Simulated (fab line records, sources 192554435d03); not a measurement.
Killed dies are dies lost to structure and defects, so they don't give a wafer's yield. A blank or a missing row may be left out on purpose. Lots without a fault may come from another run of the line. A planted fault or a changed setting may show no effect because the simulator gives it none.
fab line records | flow n5_finfet | part 1 of 2: steps 1 to 42 of 44
record lots=6 wafers=17 last_day=18
route steps=1938 shown PMOS_HMC_CHANNEL_EPI@66 FIN_SAQP@90 MOL_CONTACT_COAG@530 BEOL_M4@1111
lots that met no fault: from a run of the same line without faults
start_h: hours from the record's first day to the start of the lot's first wafer shown | wait_h: hours since the lot's step before | " the same as in the row above | L1.1+2: a row that stands for several wafers | - no value, or no start given | * or withheld: withheld | < > ~ a bound
route shown NAME@n: a module of which the file shows steps, and the number in the route of the first | usual: mean/standard deviation of fault-free wafers | same: alike in all rows | chamber/n: place in a boat | sites: the reading at each site | _std_site: their standard deviation | _edge_site: outer sites' mean less inner sites' | radius_mm: how far each site lies from the wafer's centre | mask NAME#n: copy n | behind: the tool/chamber that last shaped the wafer | hold: why the lot was held/for how many hours/how that ended | device: the transistor (n, p or np) that didn't switch | end of line: the same wafers' tests at the end of the route | a step without rows: its recipe alone | killed: dies lost to structure and defects at the first sort, not the wafer's yield | map: a wafer's dies, x killed, . not, _ none there
set.NAME: the setting as run; set.NAME@STEP: as run at that earlier step | model.NAME: the simulator's own value behind a step, which no gauge read
lots at some steps of the route; a table a step, a row a wafer
services: from which hour (start_h, from the record's first day; less than 0 if before it) a tool's chamber was out of use, for how many hours, and why
## steps
# step N5_PMOS_HMC_CHANNEL_EPI_OVL_MEAS_10
# recipe points_per_wafer=44
# usual PMOS_HMC_BLK_OVL=0.4/0.74
# columns lot.wafer tool chamber start_h wait_h PMOS_HMC_BLK_OVL[nm]
L595.1 overlay-02 0 35.31 0.0 0.4
L595.3 " 0 " " 0.8
L595.5 " 0 " " 0.1
L597.2 overlay-01 0 47.13 0.0 -0.4
L597.4 " 0 " " 0.0
L597.6 " 0 " " -0.3
L606.1 overlay-01 0 101.28 0.0 0.6
L606.4 " 0 " " 0.6
L606.5 " 0 " " 0.8
L607.2 overlay-01 0 107.94 0.0 1.0
L607.3 " 0 " " 0.6
L612.3 overlay-01 0 137.64 0.0 0.7
L612.5 " 0 " " 0.7
L612.6 " 0 " " 0.7
L614.1 overlay-02 0 149.14 0.0 0.2
L614.4 " 0 " " 1.7
L614.6 " 0 " " 1.0
# step N5_PMOS_HMC_CHANNEL_EPI_INSPECT_11
# recipe mode=adi inspect_instrument=macro
# usual raw_defect_count=1.9/1.3
# columns lot.wafer tool chamber start_h wait_h raw_defect_count
L595.1 defect_inspect-01 - 35.34 0.0 3
L595.3 " - " " 3
L595.5 " - " " 4
L597.2 defect_inspect-01 - 47.16 0.0 1
L597.4 " - " " 0
L597.6 " - " " 0
L606.1 defect_inspect-01 - 101.30 0.0 4
L606.4 " - " " 2
L606.5 " - " " 1
L607.2 defect_inspect-02 - 107.96 0.0 4
L607.3 " - " " 3
L612.3 defect_inspect-02 - 137.66 0.0 1
L612.5 " - " " 1
L612.6 " - " " 1
L614.1 defect_inspect-01 - 149.16 0.0 6
L614.4 " - " " 2
L614.6 " - " " 2
# step N5_PMOS_HMC_CHANNEL_EPI_DESCUM_14
# recipe chemistry=O2 time_s=7.9 source_power_w=50 bias_power_w=20 pressure_mtorr=20 rf_frequency_hz=2.712e+07 temp_c=40 resist=CAR-ArF-block o2_flow_sccm=225
# step N5_PMOS_HMC_CHANNEL_EPI_ETCH_32
# recipe chemistry=N2/H2 target=BARC stop_on=SiO2 target_depth_a=858 over_etch_frac=0.3 time_s=50.3 ion_energy_ev=200 mask_material=CAR-ArF-block pressure_mtorr=30 source_w=840 bias_w=150 n2_flow_sccm=200 h2_flow_sccm=200
# step N5_PMOS_HMC_CHANNEL_EPI_HM_OPEN_15
# recipe chemistry=CHF3/O2 target=SiO2 mask_material=CAR-ArF-block target_depth_a=406 CHF3_flow_sccm=50 O2_flow_sccm=5 Ar_flow_sccm=200 time_s=20.3 pressure_mtorr=30 source_w=650 bias_w=170 ion_energy_ev=200
# step N5_PMOS_HMC_CHANNEL_EPI_STRIP_33
# recipe chemistry=N2/H2 power_w=500 temp_c=40 pressure_mtorr=50 rf_frequency_hz=6e+07 overash_fraction=0.3 bias_power_w=8 h2_frac=0.5 n2_flow_sccm=300 h2_flow_sccm=300
# step N5_PMOS_HMC_CHANNEL_EPI_STRIP_17
# recipe chemistry=SPM time_s=750 temp_c=130 h2so4_h2o2_vol_ratio=4 dry=ipa_marangoni
# step N5_PMOS_HMC_CHANNEL_EPI_ETCH_38
# recipe chemistry=CF4 target=SiO2 target_depth_a=15 ion_energy_ev=350 pressure_mtorr=10 icp_w=800 bias_w=400 cf4_flow_sccm=80
# usual drypump_motor_current_A=5.7/0.35 oes_product_au=0.997/0.022 throttle_valve_pct=21.73/0.21
# columns lot.wafer tool chamber start_h wait_h drypump_motor_current_A oes_product_au rf_hours_counter_h throttle_valve_pct
L595.1 rie_si-05 0 36.21 0.0 5.5 1.007 67 22.08
L595.3 " 2 " " 5.3 0.972 33 21.85
L595.5 " 3 " " 6.3 1.036 - 21.57
L597.2 rie_si-01 1 47.63 0.0 5.6 1.007 196 21.71
L597.4 " 0 " " 5.0 1.027 176 21.66
L597.6 " 1 " " 5.6 1.003 - 21.73
L606.1 rie_si-02 2 101.78 0.0 5.5 0.965 132 21.99
L606.4 " 3 " " 5.4 1.002 22 21.61
L606.5 " 3 " " 5.4 1.000 - 21.63
L607.2 rie_si-02 1 109.32 0.0 6.2 1.000 151 21.35
L607.3 " 2 " " 5.5 0.970 132 21.96
L612.3 rie_si-02 3 138.13 0.0 5.4 1.003 23 21.63
L612.5 " 3 " " 5.5 0.999 - 21.63
L612.6 " 2 " " 5.5 0.972 - 21.98
L614.1 rie_si-01 3 149.84 0.0 6.0 0.991 77 21.70
L614.4 " 0 " " 5.0 1.030 178 21.66
L614.6 " 0 " " 5.0 1.028 - 21.66
# step N5_PMOS_HMC_CHANNEL_EPI_FIN_RECESS_16
# recipe chemistry=HBr/Cl2 target=Si mask_material=SiO2 target_depth_a=540 time_s=18 pressure_mtorr=10 icp_w=800 bias_w=75 HBr_flow_sccm=150 Cl2_flow_sccm=80
# step N5_PMOS_HMC_CHANNEL_EPI_PRECLEAN_36
# recipe chemistry=O3/DIW time_s=45 temp_c=22 o3_ppm=10
# step N5_PMOS_HMC_CHANNEL_EPI_PRECLEAN_18
# recipe chemistry=DHF time_s=30 temp_c=25 dilution=withheld
# step N5_PMOS_HMC_CHANNEL_EPI_SRD_19
# recipe dry=ipa_marangoni do_ppb=5 time_s=30 temp_c=23 rinse_liquid=diw
# step N5_PMOS_HMC_CHANNEL_EPI_EPI_20
# recipe material=SiGe30 mask_material=SiO2 pressure_torr=20 target_thk_a=590 temp_c=600
# columns lot.wafer tool chamber start_h wait_h model.SiGe30_of_PMOS_HMC_CHANNEL_EPI_EPI_20.thk_nm
L595.1 epi_rpcvd-02 0 36.40 0.0 59.03
L595.3 " 0 " " 59.21
L595.5 " 0 " " 59.44
L597.2 epi_rpcvd-01 0 48.09 0.3 59
L597.4+6 " 0 " " 58.68
L606.1 epi_rpcvd-02 0 101.97 0.0 36.12
L606.4 " 0 " " 58.89
L606.5 " 0 " " 58.81
L607.2 epi_rpcvd-02 0 109.75 0.2 37.81
L607.3 " 0 " " 37.98
L612.3 epi_rpcvd-04 0 138.74 0.4 59.85
L612.5 " 0 " " 59.78
L612.6 " 0 " " 59.38
L614.1 epi_rpcvd-04 0 150.04 0.0 58.83
L614.4 " 0 " " 58.4
L614.6 " 0 " " 58.23
# step N5_PMOS_HMC_CHANNEL_EPI_HM_STRIP_35
# recipe chemistry=dHF temp_c=25 material=SiO2 target=SiO2 target_depth_a=396 time_s=216
# step N5_PMOS_HMC_CHANNEL_EPI_SRD_39
# recipe dry=ipa_marangoni time_s=30 temp_c=23 rinse_liquid=diw
# step N5_PMOS_HMC_CHANNEL_EPI_CMP_21
# recipe material=SiGe30 post_cmp_clean=alkaline_brush target_thk_nm=54
# usual motor_current_A=11.2/1.7
# columns lot.wafer tool chamber start_h wait_h motor_current_A
L595.3 cmp-01 1 38.15 0.0 13.6
L595.1 " 0 " " 10.2
L595.5 " 2 " " 9.9
L597.2 cmp-04 3 49.55 0.0 9.2
L597.4 " 0 " " 8.6
L597.6 " 0 " " 8.9
L606.1 cmp-02 0 103.35 0.1 13.1
L606.4 " 1 " " 14.6
L606.5 " 0 " " 12.7
L607.2 cmp-01 1 110.89 0.0 13.6
L607.3 " 3 " " 11.0
L612.3 cmp-04 0 139.70 0.0 9.1
L612.6 " 0 " " 9.4
L612.5 " 1 " " 14.4
L614.1 cmp-04 0 151.46 0.1 8.8
L614.4 " 1 " " 13.2
L614.6 " 2 " " 10.5
# step N5_PMOS_HMC_CHANNEL_EPI_THK_MEAS_22
# recipe reads=SiGe30_of_PMOS_HMC_CHANNEL_EPI_EPI_20
# usual HMC_CMP_THK=54.0/0.46
# columns lot.wafer tool chamber start_h wait_h HMC_CMP_THK[nm]
L595.1 film_metro-02 - 38.45 - 54.3
L595.3 " - " " 54.3
L595.5 " - " " 54.0
L597.2 film_metro-01 - 49.85 - 54.6
L597.4 " - " " 54.0
L597.6 " - " " 54.2
L606.1 film_metro-01 - 103.60 - 36.1
L606.4 " - " " 54.2
L606.5 " - " " 54.5
L607.2 film_metro-01 - 111.19 - 37.8
L607.3 " - " " 37.9
L612.3 film_metro-01 - 140.00 - 53.8
L612.5 " - " " 53.5
L612.6 " - " " 53.9
L614.1 film_metro-01 - 151.68 - 53.7
L614.4 " - " " 53.9
L614.6 " - " " 54.3
# step N5_PMOS_HMC_CHANNEL_EPI_PRECLEAN_40
# recipe chemistry=DHF time_s=30 temp_c=25 dilution=withheld
# step N5_PMOS_HMC_CHANNEL_EPI_PRECLEAN_37
# recipe chemistry=O3/DIW time_s=45 temp_c=22 o3_ppm=10
# usual bath_heat_duty_pct=2.3/0.45
# columns lot.wafer tool chamber start_h wait_h bath_heat_duty_pct model.SiGe30_of_PMOS_HMC_CHANNEL_EPI_EPI_20.thk_nm
L595.1 wet_bench-02 3 38.49 0.0 2.2 53.26
L595.3 " 0 " " 3.0 53.11
L595.5 " 4 " " 2.8 53.35
L597.2 wet_bench-05 2 49.89 0.0 2.4 53.23
L597.4 " 1 " " 2.3 53.29
L597.6 " 3 " " 1.7 53.26
L606.1 wet_bench-05 4 103.64 0.0 3.3 35.36
L606.4 " 2 " " 2.5 53.42
L606.5 " 7 " " 2.6 53.48
L607.2 wet_bench-05 3 111.23 0.0 2.2 37.05
L607.3 " 1 " " 1.6 37.22
L612.3 wet_bench-04 7 140.03 0.0 1.8 53.25
L612.5 " 0 " " 2.5 53.21
L612.6 " 4 " " 2.9 53.36
L614.1 wet_bench-04 1 151.73 0.0 2.1 53.32
L614.4 " 6 " " 2.2 53.16
L614.6 " 3 " " 2.2 53.2
# step N5_PMOS_HMC_CHANNEL_EPI_PRECLEAN_24
# recipe chemistry=DHF time_s=30 temp_c=25 dilution=withheld
# step N5_PMOS_HMC_CHANNEL_EPI_SRD_25
# recipe dry=ipa_marangoni do_ppb=5 time_s=30 temp_c=23 rinse_liquid=diw
# step N5_PMOS_HMC_CHANNEL_EPI_EPI_26
# recipe material=Si target_thk_a=38 temp_c=650 precursor=SiH4/H2 pressure_torr=20 time_s=22.7
# step N5_PMOS_HMC_CHANNEL_EPI_INSPECT_30
# recipe inspect_instrument=darkfield mode=post_epi
# usual raw_defect_count=18/5.9
# columns lot.wafer tool chamber start_h wait_h raw_defect_count
L595.1 defect_inspect-01 - 38.93 0.0 13
L595.3 " - " " 17
L595.5 " - " " 9
L597.2 defect_inspect-02 - 50.33 0.0 8
L597.4 " - " " 13
L597.6 " - " " 10
L606.1 defect_inspect-02 - 104.09 0.0 17
L606.4 " - " " 14
L606.5 " - " " 23
L607.2 defect_inspect-01 - 111.67 0.0 23
L607.3 " - " " 23
L612.3 defect_inspect-02 - 140.48 0.0 13
L612.5 " - " " 15
L612.6 " - " " 8
L614.1 defect_inspect-01 - 152.21 0.0 19
L614.4 " - " " 22
L614.6 " - " " 15
# step N5_FIN_SAQP_PRECLEAN_42
# recipe chemistry=O3/DIW time_s=60 temp_c=22 o3_ppm=10
# step N5_FIN_SAQP_PRECLEAN_00
# recipe chemistry=SC1 time_s=60 temp_c=55 mix=1:2:50
# step N5_FIN_SAQP_PRECLEAN_44
# recipe chemistry=SC2 time_s=45 temp_c=35 mix=1:1:50
# step N5_FIN_SAQP_SRD_01
# recipe dry=ipa_marangoni time_s=30 temp_c=23 rinse_liquid=diw
# step N5_FIN_SAQP_ALD_61
# recipe material=SiO2 target_thk_a=40 temp_c=300 ald_precursor_family=BDEAS ald_co_reactant=O2-plasma pulse_time_s=1 purge_time_s=2 co_reactant_purge_time_s=2 ald_cycles=43 pressure_torr=2
# usual heater_power_w=497/50 precursor_pulse_height_rel=1.002/0.018
# columns lot.wafer tool chamber start_h wait_h heater_power_w precursor_pulse_height_rel
L595.1 ald_sin-01 3 39.15 0.1 509 1.020
L595.3 " 1 " " 483 0.989
L595.5 " 3 " " 506 0.976
L597.2 ald_sin-02 1 50.45 0.0 482 1.009
L597.4 " 2 " " 510 0.985
L597.6 " 0 " " 597 0.987
L606.1 ald_sin-01 0 104.46 0.3 532 0.976
L606.4 " 3 " " 514 1.002
L606.5 " 0 " " 542 1.007
L607.2 ald_sin-01 2 112.02 0.3 455 1.026
L607.3 " 0 " " 545 1.006
L612.3 ald_sin-01 2 140.61 0.0 462 1.019
L612.5 " 0 " " 534 0.981
L612.6 " 3 " " 518 1.021
L614.1 ald_sin-02 0 154.41 2.1 595 1.016
L614.4 " 0 " " 592 1.014
L614.6 " 3 " " 554 1.002
# step N5_FIN_SAQP_DENSIFY_62
# recipe temp_c=700 time_s=60 ambient=N2 idle_temp_c=600 ramp_up_c_per_s=150 ramp_down_c_per_s=60 cool_to_c=600
# step N5_FIN_SAQP_HM_DEP_03
# recipe material=SiNx target_thk_a=380 temp_c=400 precursor=SiH4/NH3/N2 pressure_torr=1.5 rf_w=300 time_s=33.6
# usual heater_power_w=753/77 showerhead_plenum_p_Torr=5.10/0.069 throttle_valve_pct=39.9/2.7
# columns lot.wafer tool chamber start_h wait_h heater_power_w showerhead_plenum_p_Torr throttle_valve_pct
L595.1 pecvd-02 2 39.57 0.2 603 5.16 36.6
L595.3 " 0 " " 774 5.19 42.1
L595.5 " 2 " " 598 5.16 36.7
L597.2 pecvd-01 0 50.93 0.2 679 5.01 45.1
L597.4 " 2 " " 757 5.13 38.7
L597.6 " 0 " " 671 5.01 45.1
L606.1 pecvd-04 1 104.88 0.2 601 5.22 38.7
L606.4 " 2 " " 834 5.01 39.7
L606.5 " 0 " " 881 5.09 38.5
L607.2 pecvd-01 1 112.45 0.2 782 5.05 37.4
L607.3 " 2 " " 812 5.13 38.8
L612.3 pecvd-01 1 141.10 0.1 846 5.05 37.3
L612.5 " 1 " " 845 5.04 37.5
L612.6 " 2 " " 804 5.13 39.1
L614.1 pecvd-01 0 154.86 0.2 728 5.00 45.4
L614.4 " 0 " " 753 5.02 45.4
L614.6 " 2 " " 780 5.14 39.5
# step N5_FIN_SAQP_THK_MEAS_05
# usual thk_nm=38.0/0.45
# columns lot.wafer tool chamber start_h wait_h thk_nm
L595.1 film_metro-02 - 39.65 0.1 37.8
L595.3 " - " " 37.7
L595.5 " - " " 38.6
L597.2 film_metro-01 - 51.02 0.1 37.6
L597.4 " - " " 38.4
L597.6 " - " " 38.7
L606.1 film_metro-01 - 104.96 0.1 37.8
L606.4 " - " " 38.9
L606.5 " - " " 39.1
L607.2 film_metro-02 - 112.54 0.1 37.8
L607.3 " - " " 37.3
L612.3 film_metro-02 - 141.19 0.1 37.2
L612.5 " - " " 38.0
L612.6 " - " " 38.0
L614.1 film_metro-02 - 154.94 0.1 37.4
L614.4 " - " " 38.0
L614.6 " - " " 37.6
# step N5_FIN_SAQP_PECVD_47
# recipe material=a-Si target_thk_a=450 temp_c=400 precursor=SiH4/He pressure_torr=3 rf_w=100 time_s=36.3
# step N5_FIN_SAQP_PECVD_48
# recipe material=SiNx target_thk_a=250 temp_c=400 precursor=SiH4/NH3/N2 pressure_torr=1.5 rf_w=300 time_s=22.1
# step N5_FIN_SAQP_PECVD_06
# recipe material=a-Si target_thk_a=600 temp_c=400 precursor=SiH4/He pressure_torr=3 rf_w=100 time_s=48.1
# usual heater_power_w=817/74 showerhead_plenum_p_Torr=5.64/0.05 throttle_valve_pct=18.2/1.2
# columns lot.wafer tool chamber start_h wait_h heater_power_w showerhead_plenum_p_Torr throttle_valve_pct
L595.1 pecvd-01 2 39.77 0.0 810 5.65 17.9
L595.3 " 0 " " 829 5.58 20.5
L595.5 " 2 " " 800 5.66 17.4
L597.2 pecvd-02 0 51.14 0.0 915 5.70 19.3
L597.4 " 1 " " 789 5.66 19.4
L597.6 " 0 " " 905 5.73 19.3
L606.1 pecvd-02 2 105.08 0.0 768 5.69 16.7
L606.4 " 2 " " 806 5.70 16.9
L606.5 " 1 " " 828 5.68 19.2
L607.2 pecvd-01 2 112.66 0.0 860 5.65 17.6
L607.3 " 1 " " 897 5.60 17.0
L612.3 pecvd-02 0 141.31 0.0 856 5.71 19.3
L612.5 " 2 " " 681 5.68 16.6
L612.6 " 0 " " 859 5.71 19.4
L614.1 pecvd-01 2 155.06 0.0 910 5.66 17.7
L614.4 " 1 " " 803 5.59 16.8
L614.6 " 0 " " 816 5.58 20.8
# step N5_FIN_SAQP_THK_MEAS_07
# usual thk_nm=60.1/0.86
# columns lot.wafer tool chamber start_h wait_h thk_nm
L595.1 film_metro-02 - 39.86 0.1 60.5
L595.3 " - " " 60.7
L595.5 " - " " 60.7
L597.2 film_metro-01 - 51.23 0.1 59.2
L597.4 " - " " 60.5
L597.6 " - " " 60.6
L606.1 film_metro-02 - 105.17 0.1 59.7
L606.4 " - " " 60.6
L606.5 " - " " 59.9
L607.2 film_metro-02 - 112.75 0.1 59.7
L607.3 " - " " 59.2
L612.3 film_metro-02 - 141.40 0.1 58.0
L612.5 " - " " 61.0
L612.6 " - " " 60.1
L614.1 film_metro-02 - 155.15 0.1 60.0
L614.4 " - " " 60.2
L614.6 " - " " 60.9
# step N5_FIN_SAQP_HM_DEP_72
# recipe material=SiO2 target_thk_a=120 temp_c=400 precursor=SiH4/N2O pressure_torr=0.75 rf_w=275 time_s=7.2
# step N5_FIN_SAQP_COAT_49
# recipe resist=SOC temp_c=250 time_s=60 spin_rpm=1500 resist_thk_nm=100
# step N5_FIN_SAQP_COAT_50
# recipe resist=SiARC temp_c=220 time_s=60 spin_rpm=1500 resist_thk_nm=35
# step N5_FIN_SAQP_COAT_10
# recipe resist=CAR-ArF spin_rpm=1500 resist_thk_nm=90
# step N5_FIN_SAQP_EBR_12
# recipe solvent=PGMEA ebr_width_mm=1.5
# step N5_FIN_SAQP_SOFTBAKE_11
# recipe temp_c=110 time_s=60 resist=CAR-ArF
# step N5_MOL_CONTACT_COAG_ETCH_59
# recipe chemistry=N2/H2 target=underlayer target_depth_a=130 mask_material=CAR-EUV time_s=10.4 ion_energy_ev=200 pressure_mtorr=30 source_w=840 bias_w=150 n2_flow_sccm=200 h2_flow_sccm=200 ends=cleared
# usual drypump_motor_current_A=5.7/0.48 etch_rf_on_time_s=10.41/0.15 oes_product_au=0.64/0.065 rf_vpp_V=523.7/2.5 showerhead_plenum_p_Torr=2.54/0.087 throttle_valve_pct=18.00/0.21
# columns lot.wafer tool chamber start_h wait_h drypump_motor_current_A etch_rf_on_time_s oes_product_au rf_hours_counter_h rf_vpp_V showerhead_plenum_p_Torr throttle_valve_pct model.MOL_CONTACT_COAG.cd_offset_nm
L595.1 rie_diel-05 1 106.16 0.0 5.2 10.39 0.76 42 523.2 2.48 17.74 0
L595.3 " 3 " " 5.9 10.38 0.62 156 520.0 2.44 17.87 0
L595.5 " 2 " " 5.1 10.51 0.63 - 519.8 2.43 17.54 0.2
L597.2 rie_diel-01 2 118.23 0.0 5.1 10.62 0.63 154 523.2 2.55 17.96 0.2
L597.4 " 1 " " 5.2 10.28 0.67 116 519.6 2.46 18.34 0
L597.6 " 1 " " 5.2 10.43 0.67 - 520.2 2.46 18.34 0.2
L606.1 rie_diel-01 1 171.80 0.0 5.2 10.20 0.67 134 520.0 2.45 18.36 0
L606.4 " 0 " " 6.3 10.42 0.62 193 523.8 2.51 18.05 -0.2
L606.5 " 2 " " 5.1 10.45 0.63 - 524.1 2.54 18.00 0
L607.2 rie_diel-02 1 176.84 0.0 5.8 10.30 0.71 76 527.3 2.69 18.08 1
L607.3 " 2 " " 6.7 10.26 0.59 242 525.5 2.61 18.20 1
L612.3 rie_diel-02 1 206.50 0.0 5.8 10.33 0.71 89 526.2 2.68 18.10 -0.2
L612.5 " 1 " " 5.8 10.30 0.70 - 527.5 2.68 18.12 -0.2
L612.6 " 0 " " 5.9 10.22 0.84 - 523.2 2.50 17.71 -0.2
L614.1 rie_diel-02 3 228.10 0.0 5.4 10.13 0.84 4 526.2 2.60 17.70 0
L614.4 " 0 " " 5.9 9.96 0.82 - 523.6 2.50 17.74 -0.2
L614.6 " 1 " " 5.8 10.29 0.69 - 527.4 2.68 18.13 -0.2
## key
first_sign step=N5_PMOS_HMC_CHANNEL_EPI_THK_MEAS_22 reading=HMC_CMP_THK direction=down sigmas=36 usual=54.0 struck=37.3
effect step=N5_BEOL_M4_RC_MEAS_101 reading=IOFF_P direction=up sigmas=99+ usual=0.204 struck=16.703
effect step=N5_BEOL_M4_RC_MEAS_101 reading=IOFF_P_85C direction=up sigmas=99+ usual=3.6 struck=140.4
effect step=N5_BEOL_M4_RC_MEAS_101 reading=SS_P direction=up sigmas=87 usual=73.1 struck=122.7
effect step=N5_BEOL_M4_RC_MEAS_101 reading=DIBL_P direction=up sigmas=42 usual=35.8 struck=100.5
effect step=N5_BEOL_M4_RC_MEAS_101 reading=IOFF_P_LIN direction=up sigmas=24 usual=0.099 struck=0.367
effect step=N5_BEOL_M4_RC_MEAS_101 reading=ION_P direction=down sigmas=21 usual=461 struck=333
effect step=N5_BEOL_M4_RC_MEAS_101 reading=CJ_P direction=down sigmas=15 usual=5.79 struck=4.22
effect step=N5_BEOL_M4_RC_MEAS_101 reading=REXT_P direction=up sigmas=8.2 usual=101.1 struck=119.8
effect step=N5_BEOL_M4_RC_MEAS_101 reading=IOFF_P_LONG direction=down sigmas=5.2 usual=0.000107 struck=6.5e-05
effect step=N5_BEOL_M4_RC_MEAS_101 reading=VT_P_LONG direction=down sigmas=4.5 usual=-274.6 struck=-287.2
effect step=N5_BEOL_M4_RC_MEAS_101 reading=RS_NWELL direction=up sigmas=3.5 usual=1038 struck=1064
effect step=N5_BEOL_M4_RC_MEAS_101 reading=RC_N direction=down sigmas=2.9 usual=15.45 struck=14.79 wafers_moved=2
model_effect step=N5_PMOS_HMC_CHANNEL_EPI_EPI_20 value=SiGe30_of_PMOS_HMC_CHANNEL_EPI_EPI_20.thk_nm without=60.22 struck=37.3
model_effect step=N5_PMOS_HMC_CHANNEL_EPI_PRECLEAN_37 value=SiGe30_of_PMOS_HMC_CHANNEL_EPI_EPI_20.thk_nm without=53.28 struck=36.54
model_effect step=N5_MOL_CONTACT_COAG_ETCH_59 value=MOL_CONTACT_COAG.cd_offset_nm without=0 struck=0.6667
model_effect step=N5_MOL_CONTACT_COAG_ETCH_110 value=MOL_CONTACT_COAG.cd_offset_nm without=-0.1333 struck=0.5333
met_at N5_PMOS_HMC_CHANNEL_EPI_EPI_20
struck_wafers L606.1,L607.2,L607.3
sort_left_out L606.1,L607.2,L607.3
loop_trim step=N5_MOL_CONTACT_COAG_EXPOSE_05 setting=dose lots=L607
onset_between 36.40 101.97
fault kind=process_parameter_drift tool=epi_rpcvd-02 chamber=- onset_h=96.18 steps=N5_PMOS_HMC_CHANNEL_EPI_EPI_20 channel=target_thk_a offset=* shape=step end_h=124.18 scope=struck_wafers_only acts_in=* stated=*
# sort_left_out: the simulated sort isn't trusted on such a fault, so these wafers' sort isn't shown, and their yield isn't known
# loop_trim: a control loop set the setting to another value than it would have without faults
